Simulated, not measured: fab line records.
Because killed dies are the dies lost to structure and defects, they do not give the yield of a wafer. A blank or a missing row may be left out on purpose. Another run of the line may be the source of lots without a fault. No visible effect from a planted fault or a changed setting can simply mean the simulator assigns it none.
A single fault, viewed from 3 desks | flow n5 finfet | only its own numbers are on each desk; what lay behind them is given at the end

## FOR THE TOOL OWNER'S DESK: pecvd-03
The tool's own readings at N5_GATE_CUT_PECVD_57 (deposits SiNx from SiH4/NH3/N2, target thk 21 nm): means of the sampled wafers that have a number, for each lot that ran on this tool. The brackets show how far a lot's mean lies from the usual mean; more than 4 standard deviations puts the lot out of limits, marked OUT.
Columns: A = heater power w at N5_GATE_CUT_PECVD_57, usual 814 W; B = showerhead plenum p Torr at N5_GATE_CUT_PECVD_57, usual 5.14 Torr; C = showerhead vpp V at N5_GATE_CUT_PECVD_57, usual 1079 V; D = throttle valve pct at N5_GATE_CUT_PECVD_57, usual 39.4 %
lot  | first seen here | A   | B    | C    | D
L250 | day 5 12:57     | 706 | 5.19 | 1169 | 36.6
L257 | day 7 06:09     | 851 | 5.23 | 1180 | 38.0
L260 | day 7 22:05     | 781 | 5.20 | 1163 | 36.8
This desk's verdict: no lot among the 3 shows anything out of limits.

## AT THE METROLOGY DESK
Lot by lot, what the gauges showed, no matter which tool ran the lot: averages of those sampled wafers that carry a number. The brackets show how far a lot's mean lies from the usual mean; more than 4 standard deviations puts the lot out of limits, marked OUT. Readings shown: 7 of its 10, picked as those furthest out on some lot.
Columns: A = DIBL_N at N5_BEOL_M4_RC_MEAS_101, usual 36.0 mV/V; B = DIBL_P at N5_BEOL_M4_RC_MEAS_101, usual 35.9 mV/V; C = IOFF_N at N5_BEOL_M4_RC_MEAS_101, usual 0.16 nA/um; D = IOFF_P at N5_BEOL_M4_RC_MEAS_101, usual 0.21 nA/um; E = ION_P at N5_BEOL_M4_RC_MEAS_101, usual 463 uA/um; F = VT_N at N5_BEOL_M4_RC_MEAS_101, usual 250 mV; G = VT_P at N5_BEOL_M4_RC_MEAS_101, usual -251 mV
lot  | first seen here | A    | B    | C    | D    | E   | F   | G
L247 | day 8 00:44     | 36.3 | 36.1 | 0.16 | 0.20 | 458 | 251 | -254
L248 | day 8 00:55     | 34.7 | 36.0 | 0.15 | 0.19 | 458 | 251 | -253
L250 | day 9 00:44     | 33.1 | 32.1 | 0.11 | 0.15 | 459 | 258 | -255
L249 | day 9 02:25     | 34.9 | 35.2 | 0.14 | 0.17 | 449 | 250 | -254
L257 | day 10 14:30    | 36.4 | 34.5 | 0.14 | 0.23 | 465 | 251 | -247
L260 | day 11 07:28    | 36.9 | 36.2 | 0.16 | 0.24 | 470 | 249 | -249
L267 | day 13 02:10    | 34.2 | 33.8 | 0.14 | 0.22 | 464 | 252 | -248
L266 | day 13 05:34    | 35.7 | 36.3 | 0.16 | 0.21 | 464 | 250 | -252
L268 | day 13 18:15    | 36.0 | 38.0 | 0.19 | 0.23 | 465 | 245 | -251
This desk's verdict: no lot among the 9 shows anything out of limits.

## THE DEFECT DESK
Per lot, the means of the sampled wafers with a number show what the inspections along the route counted. The brackets show how far a lot's mean lies from the usual mean; more than 4 standard deviations puts the lot out of limits, marked OUT.
Columns: A = raw defect count at N5_HKMG_FIN_INSPECT_28, usual 48
lot  | first seen here | A
L247 | day 4 14:33     | 47
L248 | day 4 18:11     | 40
L249 | day 5 03:01     | 42
L250 | day 5 09:38     | 44
L257 | day 7 03:10     | 44
L260 | day 7 19:15     | 53
L266 | day 9 06:22     | 35
L267 | day 9 12:32     | 29
L268 | day 9 20:10     | 35
This desk's verdict: no lot among the 9 shows anything out of limits.

## BROUGHT TOGETHER
The desk of the tool owner found nothing out of limits.
The metrology desk saw nothing out of limits.
The defect desk saw nothing out of limits.

## WHAT HAD BEEN PUT IN BY THE SIMULATOR
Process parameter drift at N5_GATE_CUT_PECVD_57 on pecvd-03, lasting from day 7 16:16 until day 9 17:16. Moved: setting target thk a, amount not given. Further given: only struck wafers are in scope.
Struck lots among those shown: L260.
